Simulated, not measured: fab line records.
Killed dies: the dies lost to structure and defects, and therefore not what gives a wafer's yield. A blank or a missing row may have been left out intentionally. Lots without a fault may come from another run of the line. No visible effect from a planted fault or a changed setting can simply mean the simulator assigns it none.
The tool behind it: which one? | flow n5-finfet | 24 lots, 72 wafers sampled, at 6 steps of a route of 1938

WHAT THE GAUGES SHOWED, per wafer
N5_BEOL_M2_THK_MEAS_53: measures by xrf.
lot  | measured     | on            | M2_THK (nm)
L074 | day 6 21:31  | film-metro-02 | 41.0 44.2 39.4
L075 | day 6 21:28  | film-metro-01 | 39.6 41.1 39.7
L076 | day 7 05:08  | film-metro-02 | 36.7 39.7 39.9
L077 | day 7 13:29  | film-metro-02 | 40.5 37.7 41.5
L078 | day 7 18:32  | film-metro-02 | 40.9 39.2 39.9
L079 | day 8 06:23  | film-metro-02 | 39.8 37.7 39.9
L080 | day 8 13:14  | film-metro-01 | 39.3 39.8 39.4
L081 | day 8 18:07  | film-metro-02 | 38.9 39.2 39.1
L082 | day 8 19:32  | film-metro-01 | 41.8 37.4 40.7
L083 | day 8 22:50  | film-metro-02 | 38.0 39.7 37.4
L084 | day 9 02:35  | film-metro-02 | 39.6 40.7 41.4
L086 | day 9 20:18  | film-metro-02 | 40.4 40.8 38.6
L085 | day 10 01:15 | film-metro-02 | 42.5 40.3 41.8
L087 | day 10 03:07 | film-metro-01 | 38.4 43.0 41.1
L088 | day 10 08:43 | film-metro-01 | 44.4 42.6 43.7
L089 | day 10 19:41 | film-metro-01 | 41.6 41.7 42.9
L090 | day 10 22:49 | film-metro-01 | 39.6 37.7 37.5
L091 | day 11 04:13 | film-metro-01 | 40.4 39.4 42.4
L093 | day 11 19:41 | film-metro-02 | 39.5 42.2 41.9
L092 | day 11 22:04 | film-metro-02 | 41.7 42.9 40.0
L094 | day 12 07:25 | film-metro-01 | 38.3 42.9 38.6
L095 | day 12 14:28 | film-metro-02 | 41.6 40.6 43.1
L096 | day 13 05:31 | film-metro-01 | 45.3 37.9 42.0
L097 | day 13 07:24 | film-metro-02 | 41.8 39.2 43.4

EACH LOT AND THE TOOL THAT RAN IT (in order: tool; ch and the chambers of the sampled wafers; start)
lot  | N5_BEOL_M2_TRENCH_ETCH_37                     | N5_BEOL_M2_SPUTTER_48        | N5_BEOL_M2_ANNEAL_49         | N5_BEOL_M2_ANNEAL_80         | N5_BEOL_M2_ANNEAL_91
L074 | rie-diel-06 ch 2,3, day 6 18:58 or earlier    | pvd-sputter-01, day 6 18:58  | pvd-sputter-01, day 6 19:02  | pvd-sputter-01, day 6 19:16  | pvd-sputter-01, day 6 20:08
L075 | rie-diel-04 ch 0,1,3, day 6 18:38 or earlier  | pvd-sputter-02, day 6 18:38  | pvd-sputter-02, day 6 18:43  | pvd-sputter-02, day 6 18:56  | pvd-sputter-02, day 6 19:49
L076 | rie-diel-04 ch 0,1,3, day 7 02:18 or earlier  | pvd-sputter-02, day 7 02:18  | pvd-sputter-02, day 7 02:23  | pvd-sputter-02, day 7 02:36  | pvd-sputter-02, day 7 03:29
L077 | rie-diel-04 ch 1,2,3, day 7 10:56 or earlier  | pvd-sputter-01, day 7 10:56  | pvd-sputter-01, day 7 11:01  | pvd-sputter-01, day 7 11:14  | pvd-sputter-01, day 7 12:07
L078 | rie-diel-04 ch 0,2,3, day 7 15:55 or earlier  | pvd-sputter-02, day 7 15:55  | pvd-sputter-02, day 7 15:59  | pvd-sputter-02, day 7 16:13  | pvd-sputter-02, day 7 17:05
L079 | rie-diel-04 ch 0,2,3, day 8 03:50 or earlier  | pvd-sputter-03, day 8 03:50  | pvd-sputter-03, day 8 03:55  | pvd-sputter-03, day 8 04:08  | pvd-sputter-03, day 8 05:01
L080 | rie-diel-04 ch 0,2, day 8 10:38 or earlier    | pvd-sputter-03, day 8 10:38  | pvd-sputter-03, day 8 10:43  | pvd-sputter-03, day 8 10:56  | pvd-sputter-03, day 8 11:49
L081 | rie-diel-05 ch 0,2, day 8 15:34 or earlier    | pvd-sputter-01, day 8 15:34  | pvd-sputter-01, day 8 15:38  | pvd-sputter-01, day 8 15:52  | pvd-sputter-01, day 8 16:44
L082 | rie-diel-06 ch 0,1,2, day 8 16:43 or earlier  | pvd-sputter-02, day 8 16:43  | pvd-sputter-02, day 8 16:48  | pvd-sputter-02, day 8 17:01  | pvd-sputter-02, day 8 17:54
L083 | rie-diel-05 ch 0,2, day 8 20:17 or earlier    | pvd-sputter-01, day 8 20:17  | pvd-sputter-01, day 8 20:22  | pvd-sputter-01, day 8 20:35  | pvd-sputter-01, day 8 21:28
L084 | rie-diel-04 ch 0,2,3, day 9 00:02 or earlier  | pvd-sputter-01, day 9 00:02  | pvd-sputter-01, day 9 00:07  | pvd-sputter-01, day 9 00:20  | pvd-sputter-01, day 9 01:13
L086 | rie-diel-06 ch 1,2, day 9 17:45 or earlier    | pvd-sputter-02, day 9 17:45  | pvd-sputter-02, day 9 17:50  | pvd-sputter-02, day 9 18:03  | pvd-sputter-02, day 9 18:56
L085 | rie-diel-04 ch 1,2,3, day 9 22:41 or earlier  | pvd-sputter-03, day 9 22:41  | pvd-sputter-03, day 9 22:46  | pvd-sputter-03, day 9 22:59  | pvd-sputter-03, day 9 23:52
L087 | rie-diel-06 ch 1,2, day 10 00:34 or earlier   | pvd-sputter-01, day 10 00:34 | pvd-sputter-01, day 10 00:39 | pvd-sputter-01, day 10 00:52 | pvd-sputter-01, day 10 01:45
L088 | rie-diel-05 ch 1,2, day 10 06:10 or earlier   | pvd-sputter-01, day 10 06:10 | pvd-sputter-01, day 10 06:15 | pvd-sputter-01, day 10 06:28 | pvd-sputter-01, day 10 07:21
L089 | rie-diel-05 ch 0,2, day 10 17:08 or earlier   | pvd-sputter-02, day 10 17:08 | pvd-sputter-02, day 10 17:13 | pvd-sputter-02, day 10 17:26 | pvd-sputter-02, day 10 18:19
L090 | rie-diel-04 ch 0,1,2, day 10 20:16 or earlier | pvd-sputter-03, day 10 20:16 | pvd-sputter-03, day 10 20:21 | pvd-sputter-03, day 10 20:34 | pvd-sputter-03, day 10 21:27
L091 | rie-diel-05 ch 1,2,3, day 11 01:38 or earlier | pvd-sputter-01, day 11 01:38 | pvd-sputter-01, day 11 01:43 | pvd-sputter-01, day 11 01:56 | pvd-sputter-01, day 11 02:49
L093 | rie-diel-05 ch 0,2, day 11 14:13 or earlier   | pvd-sputter-03, day 11 14:13 | pvd-sputter-03, day 11 14:18 | pvd-sputter-03, day 11 17:26 | pvd-sputter-03, day 11 18:19
L092 | rie-diel-05 ch 0,2,3, day 11 19:26 or earlier | pvd-sputter-03, day 11 19:26 | pvd-sputter-03, day 11 19:31 | pvd-sputter-03, day 11 19:44 | pvd-sputter-03, day 11 20:37
L094 | rie-diel-04 ch 2,3, day 12 04:52 or earlier   | pvd-sputter-01, day 12 04:52 | pvd-sputter-01, day 12 04:56 | pvd-sputter-01, day 12 05:10 | pvd-sputter-01, day 12 06:02
L095 | rie-diel-04 ch 2,3, day 12 11:55 or earlier   | pvd-sputter-03, day 12 11:55 | pvd-sputter-03, day 12 12:00 | pvd-sputter-03, day 12 12:13 | pvd-sputter-03, day 12 13:06
L096 | rie-diel-06 ch 1,2, day 13 02:38 or earlier   | pvd-sputter-01, day 13 02:38 | pvd-sputter-01, day 13 02:43 | pvd-sputter-01, day 13 02:56 | pvd-sputter-01, day 13 03:49
L097 | rie-diel-04 ch 0,3, day 13 04:51 or earlier   | pvd-sputter-02, day 13 04:51 | pvd-sputter-02, day 13 04:56 | pvd-sputter-02, day 13 05:09 | pvd-sputter-02, day 13 06:02
- N5_BEOL_M2_TRENCH_ETCH_37: etches SiOC in C4F6/O2, target depth 55.555 nm, time 29.2 s.
- N5_BEOL_M2_SPUTTER_48: material Cu, target thk 4.5 nm, time 8.29 s.
- N5_BEOL_M2_ANNEAL_49: time 240 s.
- N5_BEOL_M2_ANNEAL_80: time 240 s.
- N5_BEOL_M2_ANNEAL_91: time 240 s.

WHAT THE TOOLS THEMSELVES READ (means of the sampled wafers that have a number; where no wafer has one, the mark that the record gives instead)
N5_BEOL_M2_TRENCH_ETCH_37.
lot  | tool        | bias-w (W) | drypump-motor-current-A (A) | oes-product-au (a.u.) | rf-vpp-V (V) | showerhead-plenum-p-Torr (Torr) | throttle-valve-pct (%)
L074 | rie-diel-06 | 185.4      | 5.8                         | 0.79                  | 669          | 2.70                            | 20.66
L075 | rie-diel-04 | 184.4      | 5.4                         | 0.78                  | 655          | 2.75                            | 20.57
L076 | rie-diel-04 | 185.0      | 5.4                         | 0.77                  | 654          | 2.75                            | 20.57
L077 | rie-diel-04 | 185.5      | 5.5                         | 0.79                  | 653          | 2.82                            | 20.60
L078 | rie-diel-04 | 185.3      | 5.6                         | 0.77                  | 654          | 2.83                            | 20.77
L079 | rie-diel-04 | 184.7      | 5.6                         | 0.77                  | 653          | 2.82                            | 20.77
L080 | rie-diel-04 | 185.1      | 5.7                         | 0.71                  | 650          | 2.87                            | 20.91
L081 | rie-diel-05 | 184.5      | 5.3                         | 0.69                  | 666          | 2.88                            | 20.96
L082 | rie-diel-06 | 185.4      | 6.0                         | 0.69                  | 671          | 2.76                            | 21.02
L083 | rie-diel-05 | 185.2      | 5.5                         | 0.69                  | 671          | 2.79                            | 21.05
L084 | rie-diel-04 | 185.4      | 5.6                         | 0.76                  | 653          | 2.82                            | 20.78
L086 | rie-diel-06 | 184.7      | 5.6                         | 0.70                  | 681          | 2.70                            | 20.86
L085 | rie-diel-04 | 184.5      | 5.4                         | 0.76                  | 653          | 2.81                            | 20.62
L087 | rie-diel-06 | 185.2      | 5.6                         | 0.69                  | 680          | 2.70                            | 20.88
L088 | rie-diel-05 | 184.7      | 5.8                         | 0.79                  | 658          | 2.85                            | 20.71
L089 | rie-diel-05 | 184.5      | 5.5                         | 0.87                  | 678          | 3.01                            | 20.77
L090 | rie-diel-04 | 185.7      | 5.5                         | 0.79                  | 656          | 2.89                            | 20.64
L091 | rie-diel-05 | 184.8      | 5.6                         | 0.83                  | 652          | 2.85                            | 20.84
L093 | rie-diel-05 | 184.6      | 5.5                         | 0.85                  | 679          | 3.01                            | 20.80
L092 | rie-diel-05 | 185.5      | 5.5                         | 0.86                  | 663          | 2.94                            | 20.86
L094 | rie-diel-04 | 185.3      | 5.6                         | 0.75                  | 652          | 2.88                            | 20.87
L095 | rie-diel-04 | 185.0      | 5.5                         | 0.79                  | 654          | 2.83                            | 20.73
L096 | rie-diel-06 | 184.7      | 5.8                         | 0.86                  | 674          | 2.73                            | 20.73
L097 | rie-diel-04 | 184.8      | 5.4                         | 0.85                  | 659          | 2.88                            | 20.60

N5_BEOL_M2_SPUTTER_48.
lot  | tool           | throttle-valve-pct (%)
L074 | pvd-sputter-01 | 29.3
L075 | pvd-sputter-02 | 28.8
L076 | pvd-sputter-02 | 29.8
L077 | pvd-sputter-01 | 29.7
L078 | pvd-sputter-02 | 28.9
L079 | pvd-sputter-03 | 30.6
L080 | pvd-sputter-03 | 30.2
L081 | pvd-sputter-01 | 30.0
L082 | pvd-sputter-02 | 28.9
L083 | pvd-sputter-01 | 29.7
L084 | pvd-sputter-01 | 30.2
L086 | pvd-sputter-02 | 29.7
L085 | pvd-sputter-03 | 30.6
L087 | pvd-sputter-01 | 29.9
L088 | pvd-sputter-01 | 30.4
L089 | pvd-sputter-02 | 28.9
L090 | pvd-sputter-03 | 29.8
L091 | pvd-sputter-01 | 29.3
L093 | pvd-sputter-03 | 30.6
L092 | pvd-sputter-03 | 29.8
L094 | pvd-sputter-01 | 30.0
L095 | pvd-sputter-03 | 30.2
L096 | pvd-sputter-01 | 29.5
L097 | pvd-sputter-02 | 29.9

N5_BEOL_M2_ANNEAL_49.
lot  | tool           | heater-power-w (W)
L074 | pvd-sputter-01 | 747
L075 | pvd-sputter-02 | 884
L076 | pvd-sputter-02 | 867
L077 | pvd-sputter-01 | 785
L078 | pvd-sputter-02 | 946
L079 | pvd-sputter-03 | 796
L080 | pvd-sputter-03 | 753
L081 | pvd-sputter-01 | 809
L082 | pvd-sputter-02 | 928
L083 | pvd-sputter-01 | 795
L084 | pvd-sputter-01 | 749
L086 | pvd-sputter-02 | 834
L085 | pvd-sputter-03 | 789
L087 | pvd-sputter-01 | 755
L088 | pvd-sputter-01 | 819
L089 | pvd-sputter-02 | 937
L090 | pvd-sputter-03 | 801
L091 | pvd-sputter-01 | 784
L093 | pvd-sputter-03 | 874
L092 | pvd-sputter-03 | 796
L094 | pvd-sputter-01 | 794
L095 | pvd-sputter-03 | 842
L096 | pvd-sputter-01 | 751
L097 | pvd-sputter-02 | 875

N5_BEOL_M2_ANNEAL_80.
lot  | tool           | heater-power-w (W)
L074 | pvd-sputter-01 | 733
L075 | pvd-sputter-02 | 879
L076 | pvd-sputter-02 | 877
L077 | pvd-sputter-01 | 798
L078 | pvd-sputter-02 | 924
L079 | pvd-sputter-03 | 804
L080 | pvd-sputter-03 | 766
L081 | pvd-sputter-01 | 805
L082 | pvd-sputter-02 | 941
L083 | pvd-sputter-01 | 793
L084 | pvd-sputter-01 | 750
L086 | pvd-sputter-02 | 829
L085 | pvd-sputter-03 | 797
L087 | pvd-sputter-01 | 762
L088 | pvd-sputter-01 | 815
L089 | pvd-sputter-02 | 936
L090 | pvd-sputter-03 | 809
L091 | pvd-sputter-01 | 773
L093 | pvd-sputter-03 | 875
L092 | pvd-sputter-03 | 801
L094 | pvd-sputter-01 | 805
L095 | pvd-sputter-03 | 821
L096 | pvd-sputter-01 | 741
L097 | pvd-sputter-02 | 879

N5_BEOL_M2_ANNEAL_91.
lot  | tool           | heater-power-w (W)
L074 | pvd-sputter-01 | 740
L075 | pvd-sputter-02 | 885
L076 | pvd-sputter-02 | 888
L077 | pvd-sputter-01 | 793
L078 | pvd-sputter-02 | 927
L079 | pvd-sputter-03 | 813
L080 | pvd-sputter-03 | 767
L081 | pvd-sputter-01 | 815
L082 | pvd-sputter-02 | 928
L083 | pvd-sputter-01 | 778
L084 | pvd-sputter-01 | 764
L086 | pvd-sputter-02 | 839
L085 | pvd-sputter-03 | 797
L087 | pvd-sputter-01 | 756
L088 | pvd-sputter-01 | 834
L089 | pvd-sputter-02 | 932
L090 | pvd-sputter-03 | 804
L091 | pvd-sputter-01 | 777
L093 | pvd-sputter-03 | 874
L092 | pvd-sputter-03 | 805
L094 | pvd-sputter-01 | 813
L095 | pvd-sputter-03 | 834
L096 | pvd-sputter-01 | 738
L097 | pvd-sputter-02 | 887

THE ANSWER, worked out from the rows above alone
Rule: the lots themselves supply what counts as usual. The widest of any qualifying gaps counts: lots, ordered by their means at a reading, are off when they make up no more than a third of the lots, leave a main group of 4 or more, and stand apart from it by 3 or more times the standard deviation of that group's means. If all means in a main group match to the digits the tables above print for the reading, that group is not used. A lot without any number at a reading at which 4 lots or more have one is off too. Where the step has rows for the other lots, those lots are counted as sound. The gauges are gone through in route order, then the tools' own readings, and for those a lot's mean is taken as printed above. At the first step where some lot is off, the reading lying furthest off is the one used; lots without a number count as furthest.
No lot is off at any reading shown: from this, nothing can be told.

WHAT THE SIMULATOR HAD PUT IN
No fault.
